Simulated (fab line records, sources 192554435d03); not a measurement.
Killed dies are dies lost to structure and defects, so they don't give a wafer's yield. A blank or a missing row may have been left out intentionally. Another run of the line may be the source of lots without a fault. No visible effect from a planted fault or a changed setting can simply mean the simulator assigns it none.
One fault through the eyes of 2 desks || flow n5-finfet || numbers are kept per desk, each desk with only its own; the story behind them comes last

== THE METROLOGY DESK ==
Means of the sampled wafers that have a number, per lot and without regard to the tool the lot ran on: this is what the gauges read. A lot is out of limits, marked OUT, if its mean lies more than 4 standard deviations from the usual mean; the brackets give that distance. Only the readings that lie furthest out on some lot appear, 7 of the 10 it has.
Columns: A = IOFF_P at N5_BEOL_M4_RC_MEAS_101, usual 0.211 nA/um; B = ION_N at N5_BEOL_M4_RC_MEAS_101, usual 673 uA/um; C = ION_P at N5_BEOL_M4_RC_MEAS_101, usual 463 uA/um; D = SS_N at N5_BEOL_M4_RC_MEAS_101, usual 71.5 mV/dec; E = SS_P at N5_BEOL_M4_RC_MEAS_101, usual 73.3 mV/dec; F = VT_N at N5_BEOL_M4_RC_MEAS_101, usual 250.1 mV; G = VT_P at N5_BEOL_M4_RC_MEAS_101, usual -250.2 mV
{"lot": "L124", "first seen here": "day 8 12:46", "A": 0.185, "B": 672, "C": 458, "D": 71.7, "E": 73.3, "F": 253.1, "G": -253.2}
{"lot": "L130", "first seen here": "day 10 14:56", "A": 0.204, "B": 670, "C": 461, "D": 71.6, "E": 73.4, "F": 251.2, "G": -250.9}
{"lot": "L136", "first seen here": "day 12 06:34", "A": 0.239, "B": 678, "C": 468, "D": 71.8, "E": 73.8, "F": 248.5, "G": -249.3}
{"lot": "L137", "first seen here": "day 12 07:57", "A": 0.244, "B": 684, "C": 469, "D": 72.0, "E": 73.7, "F": 247.3, "G": -248.0}
{"lot": "L141", "first seen here": "day 12 16:48", "A": 0.216, "B": 674, "C": 461, "D": 71.0, "E": 73.0, "F": 249.5, "G": -248.0}
{"lot": "L139", "first seen here": "day 13 03:16", "A": 0.259, "B": 690, "C": 476, "D": 71.3, "E": 73.3, "F": 245.7, "G": -241.9}
{"lot": "L142", "first seen here": "day 13 13:52", "A": 0.208, "B": 670, "C": 467, "D": 71.4, "E": 73.0, "F": 249.2, "G": -250.0}
{"lot": "L145", "first seen here": "day 13 19:11", "A": 0.197, "B": 663, "C": 459, "D": 71.2, "E": 72.5, "F": 251.8, "G": -250.6}
{"lot": "L144", "first seen here": "day 15 11:11", "A": 0.186, "B": 663, "C": 454, "D": 70.5, "E": 73.3, "F": 249.0, "G": -252.8}
Result from this desk: across the 9 lots, nothing is out of limits.

== THE TOOL OWNER'S DESK: pecvd-01 ==
The tool's own readings at N5_BEOL_M4_PECVD_72 (deposits SiO2 from TEOS/O2, target thk 16 nm, time 18 s): means of the sampled wafers that have a number, for each lot that ran on this tool. A lot is out of limits, marked OUT, if its mean lies more than 4 standard deviations from the usual mean; the brackets give that distance.
Columns: A = heater-power-w at N5_BEOL_M4_PECVD_72, usual 773 W; B = showerhead-plenum-p-Torr at N5_BEOL_M4_PECVD_72, usual 8.76 Torr; C = susceptor-temp-C at N5_BEOL_M4_PECVD_72, usual 399.99 C; D = throttle-valve-pct at N5_BEOL_M4_PECVD_72, usual 22.7 %
{"lot": "L130", "first seen here": "day 10 08:25", "A": 817, "B": 8.65, "C": 399.97, "D": 22.2}
{"lot": "L136", "first seen here": "day 11 07:59", "A": 766, "B": 8.76, "C": 400.22, "D": 23.4}
{"lot": "L139", "first seen here": "day 12 03:16", "A": 790, "B": 8.71, "C": 400.00, "D": 22.8}
{"lot": "L142", "first seen here": "day 12 22:14", "A": 784, "B": 8.61, "C": "421.64 (+90) OUT", "D": 23.7}
{"lot": "L145", "first seen here": "day 13 02:49", "A": 819, "B": 8.70, "C": "410.66 (+44) OUT", "D": 22.8}
Finding of this desk: L142, L145 out of limits; the first was L142 at day 12 22:14, on susceptor-temp-C at N5_BEOL_M4_PECVD_72. Within limits: L130, L136, L139.

== TAKEN TOGETHER ==
At day 12 22:14, on L142, L145, the tool owner's desk was in a position to raise an alarm.
Metrology desk: nothing out of limits seen.
The metrology desk holds a record of L142, L145, inside its limits.
The lots listed all ran N5_BEOL_M4_PECVD_72 on pecvd-01.

== WHAT HAD BEEN PUT IN BY THE SIMULATOR ==
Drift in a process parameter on pecvd-01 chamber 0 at N5_BEOL_M4_PECVD_72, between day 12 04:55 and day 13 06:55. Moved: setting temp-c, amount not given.
Lots struck among those shown: L142, L145.
Each desk's first reading out of limits, in hours after the fault started: the tool owner's desk, 17.
